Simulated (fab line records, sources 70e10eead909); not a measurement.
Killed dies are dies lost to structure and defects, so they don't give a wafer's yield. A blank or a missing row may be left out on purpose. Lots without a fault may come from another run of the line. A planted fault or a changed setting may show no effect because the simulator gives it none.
fab line records | flow nand_harc
record lots=13 wafers=37 last_day=25
route steps=1159 shown P_BONDPAD@379 A_ZERO_WELL@404 A_SOURCE_PLATE@416 A_ONON_D1@426 END@1159
lots that met no fault: from a run of the same line without faults
start_h: hours from the record's first day to the start of the lot's first wafer shown | wait_h: hours since the lot's step before | " the same as in the row above | L1.1+2: a row that stands for several wafers | - no value, or no start given | * or withheld: withheld | < > ~ a bound
route shown NAME@n: a module of which the file shows steps, and the number in the route of the first | usual: mean/standard deviation of fault-free wafers | same: alike in all rows | chamber/n: place in a boat | sites: the reading at each site | _std_site: their standard deviation | _edge_site: outer sites' mean less inner sites' | radius_mm: how far each site lies from the wafer's centre | mask NAME#n: copy n | behind: the tool/chamber that last shaped the wafer | hold: why the lot was held/for how many hours/how that ended | device: the transistor (n, p or np) that didn't switch | end of line: the same wafers' tests at the end of the route | a step without rows: its recipe alone | killed: dies lost to structure and defects at the first sort, not the wafer's yield | map: a wafer's dies, x killed, . not, _ none there
set.NAME: the setting as run; set.NAME@STEP: as run at that earlier step | model.NAME: the simulator's own value behind a step, which no gauge read
steps of the route over a sample of lots; a table a step, a row a wafer
services: from which hour (start_h, from the record's first day; less than 0 if before it) a tool's chamber was out of use, for how many hours, and why
## steps
# step NHARC_P_BONDPAD_ANNEAL_28
# recipe temp_c=225 time_s=90
# usual wafer_temp_C_max=225.81/0.2
# columns lot.wafer tool chamber start_h wait_h wafer_temp_C_max
L952.1 rtp_anneal-02 0 141.54 - 225.70
L952.2 " 0 " " 225.73
L952.3 " 0 " " 225.70
L954.2 rtp_anneal-02 0 148.73 - 225.81
L954.5 " 0 " " 225.58
L954.6 " 0 " " 225.63
L956.2 rtp_anneal-02 0 150.97 - 225.84
L956.5 " 0 " " 225.76
L956.6 " 0 " " 225.84
L959.1 rtp_anneal-02 0 175.17 0.4 226.03
L959.2 " 0 " " 226.05
L962.4 rtp_anneal-01 0 188.10 - 225.75
L962.5 " 0 " " 225.59
L962.6 " 0 " " 225.91
L964.1 rtp_anneal-01 0 209.15 0.3 225.77
L964.6 " 0 " " 225.90
L966.1 rtp_anneal-01 0 211.88 0.3 226.69
L966.4 " 0 " " 226.04
L966.5 " 0 " " 225.55
L968.1 rtp_anneal-02 0 226.58 - 226.14
L968.4 " 0 " " 226.02
L968.6 " 0 " " 225.41
L970.1 rtp_anneal-01 0 236.74 0.3 225.85
L970.2 " 0 " " 225.81
L970.6 " 0 " " 225.59
L971.1 rtp_anneal-01 0 245.70 - 226.07
L971.3 " 0 " " 225.67
L971.6 " 0 " " 226.00
L972.2 rtp_anneal-02 0 251.21 - 225.96
L972.4 " 0 " " 225.65
L972.5 " 0 " " 225.79
L974.1 rtp_anneal-01 0 257.10 0.3 225.92
L974.2 " 0 " " 226.17
L974.6 " 0 " " 225.66
L975.3 rtp_anneal-02 0 268.01 - 225.74
L975.4 " 0 " " 225.96
L975.6 " 0 " " 225.85
# step NHARC_A_ZERO_WELL_ETCH_19
# recipe target_depth_a=800 overetch_a=240 time_s=87.88 ion_energy_ev=200 n2_flow_sccm=150 h2_flow_sccm=150 ar_flow_sccm=0 rf_w=400 bias_w=150 chemistry=N2/H2
# usual chamber_pressure_mTorr=30.000/0.025 drypump_motor_current_A=5.65/0.22 oes_product_au=0.993/0.011 rf_vpp_V=430.8/2.7 showerhead_plenum_p_Torr=2.05/0.099 throttle_valve_pct=14.171/0.0094
# columns lot.wafer tool chamber start_h wait_h chamber_pressure_mTorr drypump_motor_current_A oes_product_au rf_hours_counter_h rf_vpp_V showerhead_plenum_p_Torr throttle_valve_pct
L952.1 rie_diel-13 2 144.31 0.1 30.024 5.35 0.990 2 433.6 2.12 14.162
L952.2 " 3 " " 30.003 6.02 0.991 2 430.7 2.02 14.177
L952.3 " 0 " " 29.992 5.87 0.987 2 431.0 2.09 14.180
L954.2 rie_diel-04 3 152.01 0.1 29.935 5.69 1.005 2 433.8 2.18 14.174
L954.6 " 0 " " 29.989 5.65 0.987 - 434.1 2.14 14.171
L954.5 " 1 " " 30.001 5.71 0.985 - 426.4 1.90 14.179
L956.2 rie_diel-04 3 153.26 0.1 30.044 5.68 0.999 2 434.4 2.18 14.182
L956.5 " 1 " " 30.023 5.72 0.988 - 426.8 1.90 14.156
L956.6 " 2 " " 29.987 5.25 0.996 - 431.6 2.02 14.172
L959.2 rie_diel-07 3 177.60 0.1 29.980 5.48 1.022 14 430.9 2.03 14.176
L959.1 " 1 " " 29.999 5.86 1.000 13 432.8 2.16 14.183
L962.4 rie_diel-13 2 190.39 0.1 29.964 5.38 0.976 5 432.0 2.12 14.172
L962.6 " 1 " " 30.003 5.62 0.993 - 431.7 2.02 14.170
L962.5 " 2 " " 30.022 5.39 0.986 - 432.7 2.12 14.189
L964.1 rie_diel-04 2 211.59 0.1 29.981 5.24 0.993 4 430.6 2.02 14.167
L964.6 " 2 " " 29.953 5.25 0.977 - 430.7 2.02 14.168
L966.4 rie_diel-04 2 214.30 0.1 29.981 5.24 0.980 4 429.3 2.02 14.166
L966.1 " 3 " " 29.997 5.68 1.005 6 434.2 2.18 14.174
L966.5 " 3 " " 30.013 5.69 1.003 - 434.8 2.18 14.185
L968.1 rie_diel-04 0 229.01 0.1 29.981 5.61 0.986 8 433.2 2.14 14.178
L968.4 " 2 " " 30.032 5.25 0.989 5 430.6 2.02 14.170
L968.6 " 1 " " 30.004 5.72 1.000 - 427.0 1.90 14.188
L970.1 rie_diel-04 0 239.19 0.1 29.957 5.65 0.990 8 433.3 2.14 14.175
L970.2 " 2 " " 30.007 5.25 0.997 6 431.1 2.02 14.171
L970.6 " 3 " " 30.009 5.71 1.007 - 432.1 2.18 14.171
L971.1 rie_diel-04 0 248.17 0.1 30.051 5.64 0.994 9 431.2 2.14 14.185
L971.3 " 2 " " 30.028 5.25 0.999 6 431.2 2.02 14.167
L971.6 " 0 " " 30.004 5.65 0.997 - 433.3 2.14 14.179
L972.2 rie_diel-04 1 253.71 0.1 29.980 5.71 0.988 9 426.4 1.90 14.170
L972.5 " 2 " " 29.988 5.23 0.992 - 431.5 2.02 14.195
L972.4 " 0 " " 30.011 5.67 0.990 - 434.4 2.14 14.165
L974.2 rie_diel-04 0 259.59 0.1 30.051 5.63 0.976 10 432.9 2.14 14.177
L974.1 " 1 " " 30.037 5.70 0.982 9 427.4 1.90 14.180
L974.6 " 0 " " 29.992 5.63 0.990 - 432.6 2.14 14.179
L975.4 rie_diel-04 3 270.22 0.1 30.021 5.69 1.006 10 433.1 2.17 14.152
L975.3 " 2 " " 30.019 5.24 0.980 8 430.4 2.02 14.164
L975.6 " 3 " " 30.031 5.68 1.007 - 434.4 2.18 14.157
# step NHARC_A_SOURCE_PLATE_THK_MEAS_09
# recipe thk_meas_gauge=ellipsometry
# usual thk_nm=9.7/1.1
# columns lot.wafer tool chamber start_h wait_h thk_nm
L952.1 film_metro-02 - 153.13 0.4 11.2
L952.2 " - " " 10.4
L952.3 " - " " 8.7
L954.2 film_metro-02 - 160.60 0.4 8.7
L954.5 " - " " 8.5
L954.6 " - " " 8.9
L956.2 film_metro-02 - 160.60 0.4 10.6
L956.5 " - " " 10.5
L956.6 " - " " 9.4
L959.1 film_metro-01 - 186.24 0.4 10.0
L959.2 " - " " 10.2
L962.4 film_metro-02 - 199.50 0.4 9.9
L962.5 " - " " 9.1
L962.6 " - " " 8.5
L966.1 film_metro-02 - 220.32 0.4 9.5
L966.4 " - " " 8.0
L966.5 " - " " 11.0
L964.1 film_metro-02 - 220.33 0.4 8.7
L964.6 " - " " 9.6
L968.1 film_metro-02 - 237.29 0.4 10.4
L968.4 " - " " 9.9
L968.6 " - " " 9.4
L970.1 film_metro-01 - 245.20 0.4 10.0
L970.2 " - " " 9.9
L970.6 " - " " 11.0
L971.1 film_metro-02 - 256.87 0.4 9.3
L971.3 " - " " 7.7
L971.6 " - " " 8.5
L972.2 film_metro-01 - 262.37 0.4 9.8
L972.4 " - " " 9.5
L972.5 " - " " 9.9
L974.1 film_metro-02 - 268.22 0.4 11.2
L974.2 " - " " 9.4
L974.6 " - " " 10.0
L975.3 film_metro-02 - 279.14 0.4 6.9
L975.4 " - " " 10.0
L975.6 " - " " 9.3
# step NHARC_A_ONON_D1_DEP_03
# recipe target_thk_a=10000 n2_flow_sccm=2750 n2o_flow_sccm=2000 nh3_flow_sccm=500 sih4_flow_sccm=210 temp_c=400
# columns lot.wafer tool chamber start_h wait_h
L952.1+2+3 pecvd_onon-02 0 166.91 0.1
L956.2+5+6 pecvd_onon-02 0 174.59 0.1
L954.2+5+6 pecvd_onon-01 0 174.62 0.1
L959.1+2 pecvd_onon-02 0 201.06 0.1
L962.4+5+6 pecvd_onon-02 0 211.04 0.2
L966.1+4+5 pecvd_onon-01 0 234.12 0.1
L964.1+6 pecvd_onon-02 0 234.47 0.1
L968.1+4+6 pecvd_onon-01 0 252.25 0.1
L970.1+2+6 pecvd_onon-03 0 260.00 0.1
L971.1+3+6 pecvd_onon-01 0 272.45 0.1
L972.2+4+5 pecvd_onon-01 0 276.25 0.1
L974.1+2+6 pecvd_onon-01 0 283.40 0.1
L975.3+4+6 pecvd_onon-03 0 292.79 0.2
# step NHARC_A_ONON_D1_THK_MEAS_05
# recipe thk_meas_gauge=ellipsometry
# usual thk_nm=1002/11
# columns lot.wafer tool chamber start_h wait_h thk_nm
L952.1 film_metro-02 - 167.42 - 989
L952.2 " - " " 989
L952.3 " - " " 991
L956.2 film_metro-02 - 175.04 - 1017
L956.5 " - " " 1018
L956.6 " - " " 1018
L954.2 film_metro-01 - 175.07 - 992
L954.5 " - " " 990
L954.6 " - " " 991
L959.1 film_metro-01 - 201.58 - 998
L959.2 " - " " 695
L962.4 film_metro-02 - 211.38 - 1008
L962.5 " - " " 1008
L962.6 " - " " 704
L966.1 film_metro-01 - 234.63 - 996
L966.4 " - " " 996
L966.5 " - " " 997
L964.1 film_metro-01 - 234.99 - 1010
L964.6 " - " " 705
L968.1 film_metro-01 - 252.76 - 1017
L968.4 " - " " 1021
L968.6 " - " " 1019
L970.1 film_metro-02 - 260.54 - 995
L970.2 " - " " 994
L970.6 " - " " 994
L971.1 film_metro-01 - 272.96 - 978
L971.3 " - " " 978
L971.6 " - " " 978
L972.2 film_metro-01 - 276.71 - 1004
L972.4 " - " " 1003
L972.5 " - " " 1005
L974.1 film_metro-02 - 283.91 - 1004
L974.2 " - " " 1006
L974.6 " - " " 1005
L975.3 film_metro-02 - 293.18 - 990
L975.4 " - " " 989
L975.6 " - " " 991
# step NHARC_END_SORT_01
# recipe temp_c=25
# usual killed_at_array=26/9.1 killed_at_other=0.7/0.9 killed_at_periphery=3.6/2.8 killed_dies=30/9.2 killed_open=3.0/1.9 killed_short=2.0/1.4
# same gross_dies=677
# columns lot.wafer tool chamber start_h wait_h killed_at_array killed_at_other killed_at_periphery killed_dies killed_open killed_short
L959.1 prober-02 0 481.72 2.5 23 1 2 26 4 3
L959.2 prober-02 0 482.52 2.8 673 3 1 677 3 0
L962.4 prober-01 0 491.87 3.4 26 1 4 31 8 0
L962.5 prober-01 0 492.67 3.7 26 0 1 27 3 2
L962.6 prober-01 0 493.46 4.0 673 1 3 677 3 2
L964.1 prober-01 0 526.09 2.5 18 0 0 18 3 1
L964.6 prober-01 0 530.10 4.0 672 0 5 677 4 2
# killed by level:class
L959.1 A_CHANNEL_HOLE_D1:chamber_film_flake=13 A_CONTACT:chamber_film_flake=2 P_GATE:geometric_particle:open=1 A_ONON_D1:geometric_particle:short=1 A_ONON_D1:geometric_particle:open=1 A_WL_FILL:geometric_particle:short=1 A_CONTACT:geometric_particle:short=1 A_CONTACT:geometric_particle:open=1
L959.2 A_ONON_D1:area_dep=652 A_CHANNEL_HOLE_D1:chamber_film_flake=12 A_CONTACT:chamber_film_flake=3 THIN_TSV:chamber_film_flake=3 A_STAIRCASE:chamber_film_flake=2 P_CONTACT:geometric_particle:open=1 A_BLC:geometric_particle:open=1 A_M0:geometric_particle:open=1
L962.4 A_SLIT:chamber_film_flake=10 A_CHANNEL_HOLE_D1:chamber_film_flake=6 A_STAIRCASE:chamber_film_flake=5 A_CONTACT:geometric_particle:open=2 P_CONTACT:geometric_particle:open=1 P_M0:geometric_particle:open=1 P_M1:geometric_particle:open=1 P_M2:geometric_particle:open=1
L962.5 A_SLIT:chamber_film_flake=14 A_CONTACT:geometric_particle:open=2 A_CHANNEL_HOLE_D1:chamber_film_flake=2 A_STAIRCASE:chamber_film_flake=2 A_ONON_D1:geometric_particle:short=1 A_CONTACT:geometric_particle:short=1 A_BLC:geometric_particle:open=1 P_GATE:chamber_film_flake=1
L962.6 A_ONON_D1:area_dep=655 A_SLIT:chamber_film_flake=9 A_CHANNEL_HOLE_D1:chamber_film_flake=4 A_CONTACT:geometric_particle:open=2 P_M0:geometric_particle:open=1 A_SLIT:geometric_particle:short=1 A_M0:geometric_particle:short=1 P_STI:chamber_film_flake=1
L964.1 A_CONTACT:chamber_film_flake=6 A_CHANNEL_HOLE_D1:chamber_film_flake=4 A_ONON_D1:geometric_particle:open=1 A_SGD_CUT:geometric_particle:short=1 A_CONTACT:geometric_particle:open=1 A_M0:geometric_particle:open=1 A_ZERO_WELL:chamber_film_flake=1 A_STAIRCASE:chamber_film_flake=1
L964.6 A_ONON_D1:area_dep=652 A_CHANNEL_HOLE_D1:chamber_film_flake=7 P_M1:chamber_film_flake=4 A_WL_FILL:chamber_film_flake=3 A_CONTACT:geometric_particle:open=2 A_BLC:geometric_particle:open=2 A_CONTACT:chamber_film_flake=2 A_CONTACT:geometric_particle:short=1
## services
# columns tool chamber start_h hours kind
rie_diel-04 0 120.90 - clean
rie_diel-04 1 120.90 - clean
rie_diel-04 2 120.90 - clean
rie_diel-04 3 120.90 - clean
rie_diel-07 2 125.49 5.3 repair
rie_diel-04 2 129.05 7.1 repair
rie_diel-04 - 138.29 0.2 repair
pecvd_onon-01 - 151.70 11.3 repair
pecvd_onon-03 - 153.26 13.0 pm
rie_diel-07 - 182.65 0.2 repair
rie_diel-04 0 190.48 6.1 repair
pecvd_onon-01 - 195.00 13.0 pm
rie_diel-04 3 203.45 3.0 repair
pecvd_onon-02 - 207.52 1.5 repair
rie_diel-13 1 214.15 9.8 repair
rie_diel-13 3 215.28 4.5 repair
rie_diel-04 3 221.14 5.1 repair
rie_diel-07 - 228.20 9.0 pm
rie_diel-07 3 240.14 21.1 repair
rie_diel-04 3 251.24 3.3 repair
rie_diel-04 1 264.41 4.2 repair
rie_diel-13 - 276.00 9.0 pm
rie_diel-04 - 288.90 9.0 pm
pecvd_onon-02 - 292.10 13.0 pm
## key
first_sign step=NHARC_A_ONON_D1_THK_MEAS_05 reading=thk_nm direction=down sigmas=28 usual=1002 struck=702
effect step=NHARC_END_SORT_01 reading=killed_at_array direction=up sigmas=71 usual=26 struck=673
more_kills_born_at NHARC_A_ONON_D1_DEP_03@pecvd_onon-02=1959
met_at NHARC_A_ONON_D1_DEP_03
struck_lots L959,L962,L964
struck_wafers L959.2,L962.6,L964.6
later_rows_left_out L959.2,L962.6,L964.6
tester_left_out L959,L962,L964
not_acting_at NHARC_P_BONDPAD_ANNEAL_28,NHARC_A_ZERO_WELL_ETCH_19,NHARC_A_SOURCE_PLATE_THK_MEAS_09
onset_between 174.59 201.06
fault kind=process_parameter_drift tool=pecvd_onon-02 chamber=- onset_h=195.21 steps=NHARC_A_ONON_D1_DEP_03 channel=target_thk_a offset=* shape=step end_h=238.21 scope=struck_wafers_only acts_in=* stated=*
# tester_left_out: of these lots the tester's yield and bins aren't shown, on N5 and GAA mostly nor the transistor test; their killed dies are dies lost to structure and defects alone, not to doping, threshold or leakage, so they don't give the yield
# later_rows_left_out: the simulator's readings of these wafers behind a module that went badly wrong aren't trusted and aren't shown, but for the sort
